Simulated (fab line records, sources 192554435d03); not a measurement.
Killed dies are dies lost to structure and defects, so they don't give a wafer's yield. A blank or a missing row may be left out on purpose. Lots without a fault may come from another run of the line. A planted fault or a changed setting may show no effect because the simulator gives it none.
Which tool did it? | flow n5_finfet | 12 lots, 30 wafers sampled, at 6 steps of a route of 1938

WHAT THE GAUGES READ, wafer by wafer
N5_ILD0_THK_MEAS_13.
lot  | measured    | on            | thk_nm (nm)
L588 | day 3 16:21 | film_metro-01 | 15.8 16.3
L589 | day 3 23:38 | film_metro-01 | 15.9 18.0
L590 | day 4 03:50 | film_metro-01 | 18.8 16.5 20.2
L591 | day 4 12:10 | film_metro-01 | 17.9 18.3
L593 | day 4 23:53 | film_metro-02 | 17.9 19.3
L598 | day 6 11:20 | film_metro-02 | 11.2 11.3
L603 | day 7 12:12 | film_metro-02 | 16.4 18.2 16.8
L605 | day 8 05:19 | film_metro-02 | 19.1 18.0
L606 | day 8 07:33 | film_metro-02 | 16.8 17.2 15.9
L608 | day 8 19:37 | film_metro-02 | 16.8 18.7 16.7
L610 | day 9 06:23 | film_metro-01 | 19.3 19.4 19.2
L611 | day 9 14:16 | film_metro-01 | 16.8 15.9 16.0

N5_SDB_OVL_MEAS_12.
lot  | measured    | on         | SDB_OVL (nm)
L588 | day 3 16:53 | overlay-01 | -1.1 -1.2
L589 | day 4 00:03 | overlay-01 | -1.6 -1.6
L590 | day 4 04:16 | overlay-01 | -1.2 -1.0 -1.9
L591 | day 4 12:44 | overlay-02 | 1.2 0.6
L593 | day 5 00:26 | overlay-01 | -1.1 -1.6
L598 | day 6 11:53 | overlay-01 | -0.7 0.8
L603 | day 7 12:45 | overlay-01 | -0.3 1.2 -0.3
L605 | day 8 05:44 | overlay-02 | -1.3 -1.4
L606 | day 8 09:12 | overlay-02 | -1.3 -0.8 -1.3
L608 | day 8 20:09 | overlay-01 | -0.1 0.4 0.3
L610 | day 9 06:49 | overlay-02 | -1.0 -1.0 0.3
L611 | day 9 14:50 | overlay-01 | -0.3 -0.5 -0.3

N5_SDB_INSPECT_13: inspects for defects (brightfield).
lot  | measured    | on                | raw_defect_count
L588 | day 3 16:55 | defect_inspect-01 | 58 77
L589 | day 4 00:04 | defect_inspect-02 | 110 69
L590 | day 4 04:17 | defect_inspect-02 | 81 174 61
L591 | day 4 12:45 | defect_inspect-02 | 51 44
L593 | day 5 00:28 | defect_inspect-02 | 121 97
L598 | day 6 11:54 | defect_inspect-01 | 109 143
L603 | day 7 12:46 | defect_inspect-02 | 29 76 29
L605 | day 8 05:45 | defect_inspect-02 | 77 115
L606 | day 8 09:14 | defect_inspect-02 | 54 53 37
L608 | day 8 20:11 | defect_inspect-02 | 98 57 67
L610 | day 9 06:50 | defect_inspect-02 | 89 58 66
L611 | day 9 14:51 | defect_inspect-02 | 89 66 66

WHICH TOOL RAN EACH LOT (tool, then ch and the chambers of the sampled wafers, then the start)
lot  | N5_SD_EPI_P_ETCH_16               | N5_ILD0_ALD_15                   | N5_ILD0_CMP_12
L588 | rie_diel-02 ch 0,3, day 3 05:47   | ald_sin-04 ch 3, day 3 13:41     | cmp-04 ch 2, day 3 16:05
L589 | rie_diel-02 ch 0,1, day 3 13:07   | ald_sin-04 ch 2, day 3 21:08     | cmp-04 ch 2,3, day 3 23:27
L590 | rie_diel-01 ch 0,2,3, day 3 17:44 | ald_sin-03 ch 0,2,3, day 4 01:21 | cmp-02 ch 1,2,3, day 4 03:38
L591 | rie_diel-01 ch 0,2, day 4 02:02   | ald_sin-03 ch 0, day 4 09:40     | cmp-03 ch 0,3, day 4 11:52
L593 | rie_diel-03 ch 1,3, day 4 13:36   | ald_sin-02 ch 1,2, day 4 21:24   | cmp-02 ch 0,2, day 4 23:38
L598 | rie_diel-02 ch 0,3, day 6 01:15   | ald_sin-04 ch 2,3, day 6 08:50   | cmp-03 ch 1,3, day 6 11:02
L603 | rie_diel-02 ch 2,3, day 7 01:01   | ald_sin-02 ch 0,2,3, day 7 09:43 | cmp-02 ch 0,2, day 7 11:55
L605 | rie_diel-01 ch 0,2, day 7 19:05   | ald_sin-03 ch 0, day 8 02:49     | cmp-03 ch 0,3, day 8 05:08
L606 | rie_diel-01 ch 0,1,3, day 7 20:40 | ald_sin-02 ch 1,3, day 8 05:03   | cmp-04 ch 1,3, day 8 07:15
L608 | rie_diel-01 ch 1,2, day 8 09:16   | ald_sin-03 ch 1,2, day 8 17:07   | cmp-03 ch 0,3, day 8 19:19
L610 | rie_diel-02 ch 1,3, day 8 19:41   | ald_sin-03 ch 1,3, day 9 03:54   | cmp-03 ch 2,3, day 9 06:06
L611 | rie_diel-03 ch 0,1, day 9 03:33   | ald_sin-02 ch 1,3, day 9 11:46   | cmp-03 ch 0,1, day 9 14:00
- N5_SD_EPI_P_ETCH_16: etches SiO2 in CHF3/O2, target depth 5 nm.
- N5_ILD0_ALD_15: deposits SiNx, target thk 24 nm, pulse time 1 s, ald cycles 480.
- N5_ILD0_CMP_12: polishes SiNx, stops on poly-Si, t overpolish 6 s, target thk 17.67 nm.

WHAT THE TOOLS THEMSELVES READ (means of the sampled wafers that have a number; where no wafer has one, the mark that the record gives instead)
N5_SD_EPI_P_ETCH_16.
lot  | tool        | drypump_motor_current_A (A) | oes_product_au (a.u.) | rf_vpp_V (V) | showerhead_plenum_p_Torr (Torr) | throttle_valve_pct (%)
L588 | rie_diel-02 | 5.4                         | 0.78                  | 530          | 2.48                            | 18.81
L589 | rie_diel-02 | 5.6                         | 0.74                  | 521          | 2.41                            | 19.04
L590 | rie_diel-01 | 6.2                         | 0.77                  | 525          | 2.40                            | 18.82
L591 | rie_diel-01 | 6.2                         | 0.77                  | 534          | 2.45                            | 18.59
L593 | rie_diel-03 | 5.2                         | 0.72                  | 509          | 2.36                            | 19.15
L598 | rie_diel-02 | 5.4                         | 0.76                  | 530          | 2.47                            | 18.86
L603 | rie_diel-02 | 5.7                         | 0.78                  | 523          | 2.43                            | 18.91
L605 | rie_diel-01 | 6.2                         | 0.74                  | 532          | 2.44                            | 18.63
L606 | rie_diel-01 | 5.9                         | 0.75                  | 532          | 2.32                            | 19.00
L608 | rie_diel-01 | 5.8                         | 0.75                  | 531          | 2.42                            | 18.71
L610 | rie_diel-02 | 5.5                         | 0.78                  | 519          | 2.36                            | 19.09
L611 | rie_diel-03 | 5.2                         | 0.69                  | 520          | 2.41                            | 19.29

N5_ILD0_ALD_15.
lot  | tool       | chamber_pressure_Torr (Torr) | heater_power_w (W) | precursor_pulse_height_rel
L588 | ald_sin-04 | 2.002                        | 892                | 1.000
L589 | ald_sin-04 | 1.993                        | 748                | 0.984
L590 | ald_sin-03 | 2.003                        | 817                | 0.996
L591 | ald_sin-03 | 2.003                        | 906                | 0.990
L593 | ald_sin-02 | 2.000                        | 816                | 1.007
L598 | ald_sin-04 | 2.001                        | 784                | 0.998
L603 | ald_sin-02 | 2.005                        | 895                | 1.000
L605 | ald_sin-03 | 2.003                        | 915                | 1.008
L606 | ald_sin-02 | 2.002                        | 866                | 0.994
L608 | ald_sin-03 | 1.995                        | 866                | 1.001
L610 | ald_sin-03 | 2.001                        | 918                | 0.996
L611 | ald_sin-02 | 1.996                        | 817                | 1.004

N5_ILD0_CMP_12.
lot  | tool   | motor_current_A (A) | pad_life_wafers | time_to_endpoint_s (s)
L588 | cmp-04 | 7.8                 | 913             | 24
L589 | cmp-04 | 8.9                 | 963             | 26
L590 | cmp-02 | 8.9                 | 650             | 32
L591 | cmp-03 | 9.0                 | 1560            | 30
L593 | cmp-02 | 9.5                 | 812             | 32
L598 | cmp-03 | 10.1                | 1939            | 11
L603 | cmp-02 | 9.6                 | 1315            | 27
L605 | cmp-03 | 8.5                 | 81              | 28
L606 | cmp-04 | 10.0                | 1735            | 22
L608 | cmp-03 | 8.4                 | 182             | 28
L610 | cmp-03 | 9.0                 | 266             | 30
L611 | cmp-03 | 9.4                 | 326             | 25

THE ANSWER, worked out from the rows above alone
Rule: what is usual is taken from the lots themselves. Put in order of their means at a reading, lots are off if they are a third of the lots or fewer, leave a main group of 4 or more, and stand apart from it by a gap of 3 or more times the standard deviation of the main group's means; of several such gaps the widest counts. A main group whose means are all the same, to the digits that the tables above print for the reading, isn't used. A lot without any number at a reading at which 4 lots or more have one is off too. The other lots that the step has rows for count as sound. The gauges are gone through in route order, then the tools' own readings, and for those a lot's mean is taken as printed above. The first step at which some lot is off is used, and at that step the reading that is off furthest; a lot without a number counts as furthest.
Off: L598, at N5_ILD0_THK_MEAS_13 (thk_nm). The main group: mean 17.6 nm, standard deviation 1.
A tool fits if, at a process step before that reading, it ran every lot that is off, and no sound lot after the first of them. The gauges at N5_ILD0_THK_MEAS_13 aren't tried: what is off there is off at N5_ILD0_CMP_12 too, on other tools, and a gauge's error can't cause that. One fits: ald_sin-04 at N5_ILD0_ALD_15. Its last sound lot is L589 (day 3 21:08), its first lot that is off L598 (day 6 08:50): a fault that began between those two fits.

WHAT THE SIMULATOR HAD PUT IN
Process parameter drift: ald_sin-04, from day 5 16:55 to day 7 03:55, at N5_ILD0_ALD_15. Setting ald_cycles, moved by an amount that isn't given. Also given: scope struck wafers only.
Lots struck among those shown: L598. The rule above found the same.
